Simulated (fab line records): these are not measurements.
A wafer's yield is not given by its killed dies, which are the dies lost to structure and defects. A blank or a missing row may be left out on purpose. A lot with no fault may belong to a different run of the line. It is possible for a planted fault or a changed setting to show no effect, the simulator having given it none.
Matching of chambers || flow nand harc || rie diel-13 running NHARC_A_STAIRCASE_ETCH_292: 4 sister chambers
The step etches the open film in CF4/CHF3. 4 wafers are shown with their chamber, then 11 later ones without.

EACH WAFER AND ITS CHAMBER
{"wafer": "L081.3", "chamber": 1, "drypump motor current A (A)": 5.9}
{"wafer": "L081.6", "chamber": 0, "drypump motor current A (A)": 5.2}
{"wafer": "L082.5", "chamber": 2, "drypump motor current A (A)": 5.5}
{"wafer": "L084.3", "chamber": 3, "drypump motor current A (A)": 5.9}

WAFERS WHOSE CHAMBER IS MISSING
{"wafer": "L084.5", "drypump motor current A (A)": 5.9}
{"wafer": "L084.6", "drypump motor current A (A)": 5.3}
{"wafer": "L092.1", "drypump motor current A (A)": 5.5}
{"wafer": "L092.2", "drypump motor current A (A)": 5.3}
{"wafer": "L092.5", "drypump motor current A (A)": 5.5}
{"wafer": "L095.2", "drypump motor current A (A)": 5.3}
{"wafer": "L095.4", "drypump motor current A (A)": 5.9}
{"wafer": "L095.5", "drypump motor current A (A)": 5.5}
{"wafer": "L097.2", "drypump motor current A (A)": 5.3}
{"wafer": "L097.3", "drypump motor current A (A)": 5.9}
{"wafer": "L097.6", "drypump motor current A (A)": 5.9}

CHAMBER TAKEN BY EACH
{"wafer": "L084.5", "from the rows above": "can't be placed: 1 or 3", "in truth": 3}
{"wafer": "L084.6", "from the rows above": "can't be placed: 0 or 2", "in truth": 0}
{"wafer": "L092.1", "from the rows above": 2, "in truth": 2}
{"wafer": "L092.2", "from the rows above": "can't be placed: 0 or 2", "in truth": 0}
{"wafer": "L092.5", "from the rows above": 2, "in truth": 2}
{"wafer": "L095.2", "from the rows above": "can't be placed: 0 or 2", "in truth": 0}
{"wafer": "L095.4", "from the rows above": "can't be placed: 1 or 3", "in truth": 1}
{"wafer": "L095.5", "from the rows above": 2, "in truth": 2}
{"wafer": "L097.2", "from the rows above": "can't be placed: 0 or 2", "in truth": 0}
{"wafer": "L097.3", "from the rows above": "can't be placed: 1 or 3", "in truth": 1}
{"wafer": "L097.6", "from the rows above": "can't be placed: 1 or 3", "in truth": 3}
Correctly placed: 3 of 11. These rows do not allow placing 8 (true chamber among the candidates in 8). Placed wrongly: 0.
How it was worked out, from the rows above alone: a wafer's distance from a chamber is the root of the sum, over the readings, of the square of ((its reading less the chamber's mean) divided by the reading's scatter). The wafer belongs to the nearest chamber; if the next one is less than 2 further off, it can't be placed. For every chamber, the mean is computed from those of its wafers that are shown. The scatter (one wafer shown for each chamber): square how far every hidden wafer sits from the nearest shown wafer, average those squares and take the square root.
